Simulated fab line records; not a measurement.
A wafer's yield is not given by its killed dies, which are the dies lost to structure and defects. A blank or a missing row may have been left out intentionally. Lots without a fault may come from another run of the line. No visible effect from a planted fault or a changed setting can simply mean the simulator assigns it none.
fab line records -- flow nand_harc
record: lots: 12, wafers: 36, last_day: 35
route steps=1302 shown A_SOURCE_PLATE@423 A_ONON_D1@446 A_CHANNEL_HOLE_D1@459
lots with no fault: from the same line, run without faults
start_h: hours from the record's opening day to when the first of the lot's shown wafers began -- wait_h: hours elapsed since this lot's preceding step -- " the same as in the row above -- L1.1+2: a row that stands for several wafers -- - value missing, or start not given -- * or withheld: withheld -- < > ~ a bound
route shown NAME@n: NAME is a module with steps in the file, n the number in the route of the first one -- usual: mean and standard deviation over wafers with no fault -- same: alike in all rows -- chamber/n: place in a boat -- sites: per-site readings -- _std_site: the values' standard deviation -- _edge_site: outer sites' mean less inner sites' -- radius_mm: how far each site lies from the wafer's centre -- mask NAME#n: copy n -- behind: tool/chamber where the wafer was last shaped -- hold: cause of the lot's hold/its duration in hours/its outcome -- device: names the non-switching transistor (n, p or np) -- end of line: the route-end tests of the same wafers -- step lacking rows: just its recipe -- killed: the dies lost at the first sort to structure and to defects; this is not the yield of the wafer -- map: dies across one wafer; x = killed, . = not, _ = none there
set.NAME: the setting the step ran with; set.NAME@STEP: the setting that earlier step ran with -- model.NAME: the simulator's own value behind a step, which no gauge read
steps of the route over a sample of lots; a table a step, a row a wafer
services: when a tool's chamber went out of use (start_h, in hours from the record's first day, below 0 if earlier), for how many hours, and the reason
== steps ==
step: NHARC_A_SOURCE_PLATE_INSPECT_08
usual: raw_defect_count: 60/22
lot.wafer,tool,chamber,start_h,wait_h,raw_defect_count
L421.3,defect_inspect-01,-,192.70,0.0,86
L421.4,defect_inspect-01,-,192.70,0.0,29
L421.6,defect_inspect-01,-,192.70,0.0,117
L424.4,defect_inspect-01,-,219.87,0.0,58
L424.5,defect_inspect-01,-,219.87,0.0,75
L424.6,defect_inspect-01,-,219.87,0.0,84
L426.1,defect_inspect-02,-,238.27,0.0,75
L426.2,defect_inspect-02,-,238.27,0.0,65
L426.4,defect_inspect-02,-,238.27,0.0,38
L425.2,defect_inspect-01,-,238.27,0.0,29
L425.5,defect_inspect-01,-,238.27,0.0,40
L425.6,defect_inspect-01,-,238.27,0.0,37
L428.1,defect_inspect-02,-,256.36,0.0,63
L428.3,defect_inspect-02,-,256.36,0.0,46
L428.5,defect_inspect-02,-,256.36,0.0,74
L429.2,defect_inspect-02,-,275.12,0.0,82
L429.3,defect_inspect-02,-,275.12,0.0,51
L429.6,defect_inspect-02,-,275.12,0.0,64
L430.3,defect_inspect-01,-,275.12,0.0,48
L430.4,defect_inspect-01,-,275.12,0.0,58
L430.5,defect_inspect-01,-,275.12,0.0,37
L431.2,defect_inspect-02,-,293.43,0.0,34
L431.4,defect_inspect-02,-,293.43,0.0,74
L431.5,defect_inspect-02,-,293.43,0.0,86
L437.3,defect_inspect-01,-,357.98,0.0,44
L437.5,defect_inspect-01,-,357.98,0.0,74
L437.6,defect_inspect-01,-,357.98,0.0,89
L439.1,defect_inspect-02,-,367.33,0.0,48
L439.2,defect_inspect-02,-,367.33,0.0,57
L439.5,defect_inspect-02,-,367.33,0.0,52
L440.1,defect_inspect-01,-,382.98,0.0,55
L440.2,defect_inspect-01,-,382.98,0.0,108
L440.3,defect_inspect-01,-,382.98,0.0,84
L441.2,defect_inspect-01,-,398.54,0.0,98
L441.3,defect_inspect-01,-,398.54,0.0,62
L441.5,defect_inspect-01,-,398.54,0.0,95
step: NHARC_A_ONON_D1_DEP_33
recipe: target_thk_a: 2000, temp_c: 400, pressure_torr: 6.5, rf_w: 900, teos_flow_sccm: 161.4, flow_sccm: 2650, target_thk_nm: 200, gas: O2, material: SiO2
usual: heater_power_w: 581/96, throttle_valve_pct: 15.9/0.64
lot.wafer,tool,chamber,start_h,wait_h,heater_power_w,throttle_valve_pct
L421.3,pecvd-04,2,208.00,0.1,708,16.8
L421.4,pecvd-04,1,208.00,0.1,596,16.3
L421.6,pecvd-04,2,208.00,0.1,550,16.4
L424.6,pecvd-03,1,232.98,0.2,501,15.5
L424.5,pecvd-03,2,232.98,0.2,480,16.4
L424.4,pecvd-03,0,232.98,0.2,559,15.7
L426.1,pecvd-03,1,252.77,0.1,476,15.5
L426.2,pecvd-03,2,252.77,0.1,491,16.1
L426.4,pecvd-03,2,252.77,0.1,498,16.4
L425.2,pecvd-04,2,252.82,0.1,657,16.6
L425.5,pecvd-04,2,252.82,0.1,686,16.8
L425.6,pecvd-04,0,252.82,0.1,757,14.8
L428.3,pecvd-03,1,266.21,0.3,493,15.6
L428.1,pecvd-03,2,266.21,0.3,443,16.6
L428.5,pecvd-03,1,266.21,0.3,495,15.5
L429.2,pecvd-04,1,288.63,0.1,560,15.7
L429.3,pecvd-04,2,288.63,0.1,622,16.5
L429.6,pecvd-04,2,288.63,0.1,639,16.7
L430.3,pecvd-01,0,288.76,0.2,713,16.2
L430.4,pecvd-01,2,288.76,0.2,544,16.9
L430.5,pecvd-01,0,288.76,0.2,744,16.0
L431.2,pecvd-03,2,306.71,0.1,441,16.6
L431.5,pecvd-03,2,306.71,0.1,451,16.3
L431.4,pecvd-03,0,306.71,0.1,498,15.5
L437.3,pecvd-01,2,371.39,0.1,544,17.2
L437.6,pecvd-01,0,371.39,0.1,745,15.2
L437.5,pecvd-01,1,371.39,0.1,716,15.1
L439.1,pecvd-04,0,380.53,0.1,706,15.4
L439.2,pecvd-04,2,380.53,0.1,595,16.5
L439.5,pecvd-04,0,380.53,0.1,723,15.5
L440.3,pecvd-03,1,395.94,0.1,588,15.6
L440.1,pecvd-03,2,395.94,0.1,461,16.7
L440.2,pecvd-03,0,395.94,0.1,548,15.3
L441.3,pecvd-04,1,411.54,0.1,527,16.1
L441.2,pecvd-04,2,411.54,0.1,638,16.8
L441.5,pecvd-04,1,411.54,0.1,533,16.2
step: NHARC_A_CHANNEL_HOLE_D1_EXPOSE_07
recipe: na: 1.35, target_cd_nm: 100, sigma_outer: 0.3, dose_mj: 59.65, mask_id: HOLE_D1
usual: exposure_dose_mJ_cm2: 59.65/0.056
lot.wafer,tool,chamber,start_h,wait_h,mask,exposure_dose_mJ_cm2
L421.3,arfi_scanner-03,0,211.28,-,HOLE_D1#0,59.67
L421.4,arfi_scanner-03,0,211.28,-,HOLE_D1#0,59.64
L421.6,arfi_scanner-03,0,211.28,-,HOLE_D1#0,59.65
L424.4,arfi_scanner-01,0,235.92,-,HOLE_D1#0,59.69
L424.5,arfi_scanner-01,0,235.92,-,HOLE_D1#0,59.72
L424.6,arfi_scanner-01,0,235.92,-,HOLE_D1#0,59.70
L426.1,arfi_scanner-01,0,257.05,-,HOLE_D1#0,59.61
L426.2,arfi_scanner-01,0,257.05,-,HOLE_D1#0,59.74
L426.4,arfi_scanner-01,0,257.05,-,HOLE_D1#0,59.67
L425.2,arfi_scanner-02,0,257.43,-,HOLE_D1#0,59.73
L425.5,arfi_scanner-02,0,257.43,-,HOLE_D1#0,59.67
L425.6,arfi_scanner-02,0,257.43,-,HOLE_D1#0,59.68
L428.1,arfi_scanner-03,0,269.22,-,HOLE_D1#0,59.64
L428.3,arfi_scanner-03,0,269.22,-,HOLE_D1#0,59.68
L428.5,arfi_scanner-03,0,269.22,-,HOLE_D1#0,59.73
L429.2,arfi_scanner-03,0,292.92,-,HOLE_D1#0,59.60
L429.3,arfi_scanner-03,0,292.92,-,HOLE_D1#0,59.71
L429.6,arfi_scanner-03,0,292.92,-,HOLE_D1#0,59.54
L430.3,arfi_scanner-03,0,293.88,-,HOLE_D1#0,62.00
L430.4,arfi_scanner-03,0,293.88,-,HOLE_D1#0,61.95
L430.5,arfi_scanner-03,0,293.88,-,HOLE_D1#0,62.01
L431.2,arfi_scanner-03,0,316.41,-,HOLE_D1#0,61.50
L431.4,arfi_scanner-03,0,316.41,-,HOLE_D1#0,61.60
L431.5,arfi_scanner-03,0,316.41,-,HOLE_D1#0,61.55
L437.3,arfi_scanner-03,0,376.20,-,HOLE_D1#0,61.12
L437.5,arfi_scanner-03,0,376.20,-,HOLE_D1#0,61.14
L437.6,arfi_scanner-03,0,376.20,-,HOLE_D1#0,61.19
L439.1,arfi_scanner-03,0,389.61,-,HOLE_D1#0,60.79
L439.2,arfi_scanner-03,0,389.61,-,HOLE_D1#0,60.82
L439.5,arfi_scanner-03,0,389.61,-,HOLE_D1#0,60.74
L440.1,arfi_scanner-01,0,399.86,-,HOLE_D1#0,59.69
L440.2,arfi_scanner-01,0,399.86,-,HOLE_D1#0,59.74
L440.3,arfi_scanner-01,0,399.86,-,HOLE_D1#0,59.81
L441.2,arfi_scanner-01,0,417.98,-,HOLE_D1#0,59.68
L441.3,arfi_scanner-01,0,417.98,-,HOLE_D1#0,59.64
L441.5,arfi_scanner-01,0,417.98,-,HOLE_D1#0,59.65
step: NHARC_A_CHANNEL_HOLE_D1_CD_MEAS_10
recipe: target_cd_nm: 100, landing_energy_ev: 500
usual: cd_nm: 100.0/0.37
lot.wafer,tool,chamber,start_h,wait_h,cd_nm
L421.3,cd_sem-03,0,211.42,-,99.7
L421.4,cd_sem-03,0,211.42,-,100.0
L421.6,cd_sem-03,0,211.42,-,100.1
L424.4,cd_sem-01,0,236.05,-,100.8
L424.5,cd_sem-01,0,236.05,-,100.0
L424.6,cd_sem-01,0,236.05,-,100.1
L426.1,cd_sem-02,0,257.19,-,100.3
L426.2,cd_sem-02,0,257.19,-,99.7
L426.4,cd_sem-02,0,257.19,-,100.4
L425.2,cd_sem-03,0,257.57,-,100.2
L425.5,cd_sem-03,0,257.57,-,100.1
L425.6,cd_sem-03,0,257.57,-,100.2
L428.1,cd_sem-03,0,269.36,-,99.6
L428.3,cd_sem-03,0,269.36,-,100.7
L428.5,cd_sem-03,0,269.36,-,100.3
L429.2,cd_sem-03,0,293.05,-,99.9
L429.3,cd_sem-03,0,293.05,-,99.8
L429.6,cd_sem-03,0,293.05,-,100.2
L430.3,cd_sem-03,0,294.02,-,100.9
L430.4,cd_sem-03,0,294.02,-,101.7
L430.5,cd_sem-03,0,294.02,-,101.2
L431.2,cd_sem-03,0,316.54,-,101.4
L431.4,cd_sem-03,0,316.54,-,101.3
L431.5,cd_sem-03,0,316.54,-,101.4
L437.3,cd_sem-03,0,376.34,-,101.1
L437.5,cd_sem-03,0,376.34,-,101.6
L437.6,cd_sem-03,0,376.34,-,101.3
L439.1,cd_sem-02,0,389.75,-,100.9
L439.2,cd_sem-02,0,389.75,-,101.1
L439.5,cd_sem-02,0,389.75,-,101.1
L440.1,cd_sem-01,0,400.00,-,99.9
L440.2,cd_sem-01,0,400.00,-,99.7
L440.3,cd_sem-01,0,400.00,-,99.4
L441.2,cd_sem-03,0,418.12,-,100.7
L441.3,cd_sem-03,0,418.12,-,100.2
L441.5,cd_sem-03,0,418.12,-,99.9
step: NHARC_A_CHANNEL_HOLE_D1_ETCH_19
recipe: bias_v: 1200, source_w: 2500, pressure_mtorr: 15, time_s: 34.5, ar_flow_sccm: 375, c4f8_flow_sccm: 28.8, o2_flow_sccm: 96.2, temp_c: -20, target_depth_a: *, chemistry: C4F8/O2/Ar
usual: drypump_motor_current_A: 5.92/0.15, he_backside_leak_sccm: 6.4/0.44, showerhead_plenum_p_Torr: 3.65/0.14, throttle_valve_pct: 37.038/0.0097
lot.wafer,tool,chamber,start_h,wait_h,drypump_motor_current_A,he_backside_leak_sccm,rf_hours_counter_h,showerhead_plenum_p_Torr,throttle_valve_pct
L421.3,har_etch-01,1,213.24,0.5,6.06,6.4,-,3.58,37.024
L421.4,har_etch-01,0,213.24,0.5,5.98,5.8,-,3.77,37.031
L421.6,har_etch-01,1,213.24,0.5,6.04,6.4,-,3.58,37.045
L424.4,har_etch-01,0,238.08,0.1,5.98,5.6,-,3.76,37.036
L424.5,har_etch-01,0,238.08,0.1,6.02,5.7,-,3.76,37.037
L424.6,har_etch-01,1,238.08,0.1,6.08,6.3,-,3.57,37.039
L426.1,har_etch-02,1,258.57,0.1,5.64,6.8,338,3.71,37.039
L426.2,har_etch-02,0,258.57,0.1,5.89,6.6,338,3.43,37.028
L426.4,har_etch-02,0,258.57,0.1,5.86,6.7,-,3.43,37.021
L425.2,har_etch-01,1,258.95,0.1,6.05,6.5,126,3.56,37.036
L425.6,har_etch-01,0,258.95,0.1,6.01,5.9,-,3.76,37.035
L425.5,har_etch-01,1,258.95,0.1,6.04,6.3,-,3.56,37.049
L428.1,har_etch-01,1,270.73,0.1,6.09,6.7,134,3.56,37.020
L428.3,har_etch-01,0,270.73,0.1,6.02,6.1,-,3.75,37.042
L428.5,har_etch-01,1,270.73,0.1,6.05,6.5,-,3.56,37.028
L429.2,har_etch-01,0,296.65,2.3,6.02,6.1,149,3.74,37.043
L429.3,har_etch-01,1,296.65,2.3,6.06,6.6,-,3.55,37.034
L429.6,har_etch-01,1,296.65,2.3,6.07,6.6,-,3.55,37.056
L430.3,har_etch-01,0,300.86,5.3,6.01,5.9,-,3.74,37.031
L430.4,har_etch-01,1,300.86,5.3,6.07,6.6,-,3.55,37.025
L430.5,har_etch-01,0,300.86,5.3,6.04,5.8,-,3.74,37.046
L431.2,har_etch-01,0,317.93,0.1,6.00,6.2,160,3.74,37.040
L431.4,har_etch-01,1,317.93,0.1,6.06,6.7,-,3.54,37.040
L431.5,har_etch-01,1,317.93,0.1,6.05,6.6,-,3.54,37.044
L437.3,har_etch-01,0,380.97,3.1,5.96,6.3,-,3.71,37.042
L437.5,har_etch-01,1,380.97,3.1,6.08,6.9,-,3.52,37.043
L437.6,har_etch-01,0,380.97,3.1,6.00,5.9,-,3.71,37.022
L439.1,har_etch-01,1,397.28,6.2,6.06,6.9,214,3.51,37.025
L439.2,har_etch-01,0,397.28,6.2,5.96,6.1,214,3.71,37.041
L439.5,har_etch-01,1,397.28,6.2,6.09,6.9,-,3.51,37.033
L440.1,har_etch-02,0,401.70,0.4,5.90,5.6,7,3.96,37.055
L440.2,har_etch-02,1,401.70,0.4,5.61,5.7,7,3.66,37.034
L440.3,har_etch-02,1,401.70,0.4,5.60,5.5,-,3.66,37.045
L441.2,har_etch-01,1,421.53,2.1,6.03,7.0,229,3.50,37.028
L441.3,har_etch-01,0,421.53,2.1,6.00,6.4,-,3.70,37.057
L441.5,har_etch-01,0,421.53,2.1,6.00,6.2,-,3.70,37.046
== services ==
tool,chamber,start_h,hours,kind
pecvd-03,-,186.02,13.0,pm
pecvd-03,0,186.02,13.0,vent_cycle
pecvd-03,1,186.02,13.0,vent_cycle
pecvd-03,2,186.02,13.0,vent_cycle
arfi_scanner-01,-,186.78,0.2,repair
arfi_scanner-01,-,194.04,0.6,repair
arfi_scanner-03,-,196.00,4.0,pm
pecvd-03,0,199.02,-,clean
arfi_scanner-01,-,227.40,0.7,repair
arfi_scanner-01,-,232.89,1.4,repair
arfi_scanner-01,-,242.61,1.7,repair
arfi_scanner-01,-,252.00,4.0,pm
pecvd-04,-,269.49,13.0,pm
arfi_scanner-02,-,275.23,39.3,repair
arfi_scanner-03,-,290.80,0.6,repair
pecvd-01,0,296.44,13.2,repair
pecvd-01,-,311.25,13.0,pm
pecvd-03,-,367.02,13.0,pm
arfi_scanner-03,-,368.00,4.0,pm
har_etch-02,-,377.00,17.0,pm
arfi_scanner-01,-,382.58,2.2,repair
arfi_scanner-01,-,403.65,3.7,repair
pecvd-03,-,407.07,0.4,repair
arfi_scanner-03,-,411.49,6.3,repair
== key ==
first_sign: step: NHARC_A_CHANNEL_HOLE_D1_EXPOSE_07, reading: exposure_dose_mJ_cm2, direction: up, sigmas: 31, usual: 59.65, struck: 61.37
effect: step: NHARC_A_CHANNEL_HOLE_D1_CD_MEAS_10, reading: cd_nm, direction: up, sigmas: 3.4, usual: 100.0, struck: 101.2, through: control_loop
met_at NHARC_A_CHANNEL_HOLE_D1_EXPOSE_07
struck_lots L430,L431,L437,L439
tester_left_out L430,L431,L437,L439
loop_trim: step: NHARC_A_CHANNEL_HOLE_D1_EXPOSE_07, setting: dose, lots: L431,L437,L439
not_acting_at NHARC_A_SOURCE_PLATE_INSPECT_08,NHARC_A_ONON_D1_DEP_33,NHARC_A_CHANNEL_HOLE_D1_ETCH_19
onset_between 292.92 293.88
fault: kind: process_parameter_drift, tool: arfi_scanner-03, chamber: -, onset_h: 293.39, steps: NHARC_A_CHANNEL_HOLE_D1_EXPOSE_07, channel: dose_mj, offset: 2.3709, shape: step, acts_in: these_recipes_only, stated: 59.65
tester_left_out: of these lots the tester's yield and bins aren't shown, on N5 and GAA mostly nor the transistor test; their killed dies are dies lost to structure and defects alone, not to doping, threshold or leakage, so they don't give the yield
loop_trim: a control loop set the setting to another value than it would have without faults
